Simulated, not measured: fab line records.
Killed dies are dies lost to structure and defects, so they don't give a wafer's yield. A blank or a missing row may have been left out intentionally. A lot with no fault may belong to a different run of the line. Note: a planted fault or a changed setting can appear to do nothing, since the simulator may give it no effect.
The tool behind it: which one?    flow n5Finfet    26 wafers from 9 lots sampled at 6 of the route's 1938 steps

== WHAT THE GAUGES SHOWED, per wafer ==
N5_MOL_CONTACT_COAG_THK_MEAS_29. Usual: for MD_CAP_THK the level is 17.89 nm and the standard deviation is 0.082.
lot   measured      on            MD_CAP_THK (nm)    flag
L419  day 5 02:59   filmMetro-02  17.90 17.94 17.91  
L420  day 5 11:12   filmMetro-01  17.90 17.77 17.82  
L425  day 6 19:44   filmMetro-01  17.95 17.84 17.69  
L427  day 7 04:33   filmMetro-02  17.90 18.10 17.74  
L428  day 7 07:58   filmMetro-01  17.97 17.88 17.88  
L435  day 9 11:27   filmMetro-01  17.50 17.81        
L440  day 10 19:54  filmMetro-01  17.88 17.83 17.84  
L442  day 11 02:57  filmMetro-01  17.88 17.94 17.89  
L441  day 11 06:41  filmMetro-01  17.94 17.88 17.83  

N5_BEOL_M4_RC_MEAS_101. Usual: DIBL_N 36.0 mV/V, standard deviation 1.9; DIBL_P 36.0 mV/V, standard deviation 2.1; IOFF_N 0.155 nA/um, standard deviation 0.029; IOFF_P 0.20 nA/um, standard deviation 0.032; ION_N 672 uA/um, standard deviation 11; ION_P 461 uA/um, standard deviation 6.9; SS_N 71.5 mV/dec, standard deviation 0.58; SS_P 73.2 mV/dec, standard deviation 0.64; VT_N 250.4 mV, standard deviation 2.9; VT_P -251.0 mV, standard deviation 2.8.
lot   measured      on         DIBL_N (mV/V)   DIBL_P (mV/V)   IOFF_N (nA/um)     IOFF_P (nA/um)  ION_N (uA/um)  ION_P (uA/um)  SS_N (mV/dec)   SS_P (mV/dec)   VT_N (mV)          VT_P (mV)             flag
L419  day 8 12:22   prober-02  34.5 35.0 35.1  33.8 35.0 34.7  0.124 0.131 0.136  0.16 0.17 0.16  676 659 661    455 446 451    70.4 71.1 70.7  72.2 72.5 72.9  254.2 253.3 251.9  -256.0 -252.8 -257.8  
L420  day 8 17:25   prober-02  36.5 34.5 34.4  35.3 33.6 33.3  0.129 0.114 0.112  0.19 0.18 0.17  654 672 666    452 470 462    71.4 71.0 70.8  73.9 72.9 72.3  254.5 254.6 254.9  -251.4 -251.4 -253.8  
L425  day 10 05:05  prober-01  34.8 37.0 38.5  33.1 35.7 36.5  0.127 0.158 0.182  0.15 0.19 0.20  676 684 675    453 462 454    70.1 71.7 71.5  72.5 73.2 73.5  249.6 250.7 249.8  -256.0 -252.9 -251.3  
L427  day 10 11:44  prober-01  38.1 35.3 37.7  38.0 34.2 37.6  0.178 0.125 0.177  0.22 0.17 0.21  688 671 690    468 459 464    71.8 71.0 71.1  73.3 72.6 73.1  247.4 253.8 247.6  -249.7 -253.8 -250.1  
L428  day 11 00:58  prober-01  36.0 35.7 34.6  37.2 36.8 35.8  0.153 0.155 0.135  0.21 0.22 0.20  688 672 665    469 467 466    70.9 71.1 71.5  74.1 73.8 73.6  249.2 250.3 251.7  -248.9 -250.4 -249.1  
L435  day 12 15:49  prober-02  36.1 40.0       36.5 41.4       0.134 0.216        0.18 0.26       661 681        454 465        71.1 72.0       72.7 75.0       256.5 251.1        -253.1 -249.7         
L440  day 14 00:02  prober-02  33.6 32.7 34.6  33.1 32.2 33.9  0.130 0.124 0.132  0.18 0.17 0.19  675 673 656    467 464 457    71.5 70.7 70.9  72.1 72.4 72.7  250.5 255.6 253.0  -250.3 -251.7 -251.1  
L442  day 13 23:31  prober-01  37.5 35.8 38.0  36.0 34.7 36.4  0.179 0.147 0.173  0.23 0.20 0.24  672 678 657    465 460 450    71.6 71.1 71.5  73.9 72.9 73.8  248.6 251.6 248.6  -246.8 -250.3 -252.1  
L441  day 14 01:47  prober-01  34.4 33.3 32.8  35.1 33.1 33.0  0.149 0.118 0.119  0.19 0.15 0.16  682 661 674    466 450 462    71.6 71.0 70.4  73.0 72.6 72.9  252.9 255.5 251.2  -249.1 -255.7 -253.9  

== EACH LOT AND THE TOOL THAT RAN IT (in order: tool; ch and the chambers of the sampled wafers; start) ==
lot   N5_MOL_CONTACT_COAG_ETCH_15        N5_MOL_CONTACT_COAG_CO_FILL_22   N5_MOL_CONTACT_COAG_PRE_CLEAN_142  N5_MOL_CONTACT_COAG_CMP_28
L419  rieDiel-02 ch 0,1,3, day 4 18:53   cvdCo-01 ch 0,1,2, day 4 21:03   pvdSputter-01, day 5 00:02         cmp-03 ch 2,3, day 5 02:44
L420  rieDiel-03 ch 0,1, day 5 00:31     cvdCo-02 ch 0,2, day 5 05:04     pvdSputter-01, day 5 08:16         cmp-02 ch 1,2,3, day 5 10:56
L425  rieDiel-03 ch 2,3, day 6 11:26     cvdCo-02 ch 0,2, day 6 13:09     pvdSputter-01, day 6 16:49         cmp-04 ch 0,1,3, day 6 19:31
L427  rieDiel-06 ch 0,1,3, day 6 18:05   cvdCo-02 ch 1,2, day 6 20:53     pvdSputter-01, day 7 01:38         cmp-04 ch 0,1,3, day 7 04:20
L428  rieDiel-02 ch 0,1,3, day 6 23:56   cvdCo-02 ch 1,2, day 7 02:13     pvdSputter-01, day 7 05:01         cmp-04 ch 0,1,2, day 7 07:41
L435  rieDiel-06 ch 1,3, day 9 02:32     cvdCo-02 ch 2, day 9 06:58       pvdSputter-03, day 9 08:31         cmp-04 ch 2,3, day 9 11:09
L440  rieDiel-06 ch 0,1,2, day 10 08:31  cvdCo-02 ch 0,1,2, day 10 13:23  pvdSputter-01, day 10 16:59        cmp-02 ch 0,1,3, day 10 19:38
L442  rieDiel-02 ch 0,1,2, day 10 17:55  cvdCo-01 ch 0,1, day 10 21:04    pvdSputter-03, day 11 00:01        cmp-03 ch 1,3, day 11 02:40
L441  rieDiel-03 ch 0,1,3, day 10 21:27  cvdCo-02 ch 0,1,2, day 11 00:22  pvdSputter-02, day 11 03:45        cmp-02 ch 0,1,3, day 11 06:23
- N5_MOL_CONTACT_COAG_ETCH_15: etches SiNx in CH3F/O2, stops on Si:P, target depth 7 nm.
- N5_MOL_CONTACT_COAG_CO_FILL_22: material Co, precursor CCTBA/H2, target thk 20 nm.
- N5_MOL_CONTACT_COAG_PRE_CLEAN_142: time 60 s.
- N5_MOL_CONTACT_COAG_CMP_28: polishes, stops on SiNx, t overpolish 0.85 s, target thk 14.522 nm.

== WHAT THE TOOLS THEMSELVES READ (means of the sampled wafers that have a number; where no wafer has one, the mark that the record gives instead) ==
N5_MOL_CONTACT_COAG_ETCH_15. Usual: drypumpMotorCurrentA 5.6 A, standard deviation 0.46; oes_o_777_au 0.82 a.u., standard deviation 0.067; oesProductAu 0.60 a.u., standard deviation 0.049; rfVppV 297 V, standard deviation 5.9; showerheadPlenumPTorr 2.01 Torr, standard deviation 0.055; throttleValvePct 16.23 %, standard deviation 0.23.
lot   tool        drypumpMotorCurrentA (A)  oes_o_777_au (a.u.)  oesProductAu (a.u.)  rfVppV (V)  showerheadPlenumPTorr (Torr)  throttleValvePct (%)  flag
L419  rieDiel-02  5.3                       0.81                 0.60                 295         2.03                          16.37                 
L420  rieDiel-03  5.9                       0.91                 0.68                 306         2.07                          15.94                 
L425  rieDiel-03  5.7                       0.85                 0.62                 295         2.03                          15.95                 
L427  rieDiel-06  5.9                       0.83                 0.59                 300         1.97                          16.42                 
L428  rieDiel-02  5.3                       0.78                 0.58                 295         2.02                          16.42                 
L435  rieDiel-06  5.8                       0.78                 0.56                 302         1.96                          16.47                 
L440  rieDiel-06  5.5                       0.79                 0.58                 299         1.94                          16.43                 
L442  rieDiel-02  5.2                       0.80                 0.59                 293         1.97                          16.48                 
L441  rieDiel-03  5.8                       0.80                 0.59                 303         2.04                          16.01                 

N5_MOL_CONTACT_COAG_CO_FILL_22. Usual: heaterPowerOuterW 121 W, standard deviation 15; heaterPowerW 233 W, standard deviation 21.
lot   tool      heaterPowerOuterW (W)  heaterPowerW (W)  flag
L419  cvdCo-01  118                    224               
L420  cvdCo-02  134                    252               
L425  cvdCo-02  132                    250               
L427  cvdCo-02  112                    236               
L428  cvdCo-02  110                    236               
L435  cvdCo-02  102                    210               
L440  cvdCo-02  121                    244               
L442  cvdCo-01  119                    230               
L441  cvdCo-02  124                    244               

N5_MOL_CONTACT_COAG_PRE_CLEAN_142. Usual: heaterPowerW reads 482 W (standard deviation 53).
lot   tool           heaterPowerW (W)  flag
L419  pvdSputter-01  496               
L420  pvdSputter-01  493               
L425  pvdSputter-01  508               
L427  pvdSputter-01  486               
L428  pvdSputter-01  494               
L435  pvdSputter-03  454               
L440  pvdSputter-01  485               
L442  pvdSputter-03  477               
L441  pvdSputter-02  501               

N5_MOL_CONTACT_COAG_CMP_28. Usual: motorCurrentA 11.5 A, standard deviation 1.3; timeToEndpointS 5.2 s, standard deviation 2.4.
lot   tool    motorCurrentA (A)  timeToEndpointS (s)  flag
L419  cmp-03  11.8               3.9                  
L420  cmp-02  12.4               2.4                  
L425  cmp-04  11.6               5.8                  
L427  cmp-04  11.5               4.5                  
L428  cmp-04  10.5               6.4                  
L435  cmp-04  11.6               5.1                  
L440  cmp-02  11.2               5.0                  
L442  cmp-03  12.8               3.2                  
L441  cmp-02  11.3               5.6                  

== THE ANSWER, worked out from the rows above alone ==
Rule: take the mean of a lot's wafers that have a number; if it is more than 3 standard deviations from the usual mean, the lot is off. Also off: a lot with no number at a reading for which 4 or more lots have one. The other lots that the step has rows for count as sound. The gauges are gone through in route order, then the tools' own readings, and for those a lot's mean is taken as printed above. At the first step where some lot is off, the reading lying furthest off is the one used; lots without a number count as furthest.
No lot is off at any reading shown: from this, nothing can be told.

== WHAT THE SIMULATOR PUT IN ==
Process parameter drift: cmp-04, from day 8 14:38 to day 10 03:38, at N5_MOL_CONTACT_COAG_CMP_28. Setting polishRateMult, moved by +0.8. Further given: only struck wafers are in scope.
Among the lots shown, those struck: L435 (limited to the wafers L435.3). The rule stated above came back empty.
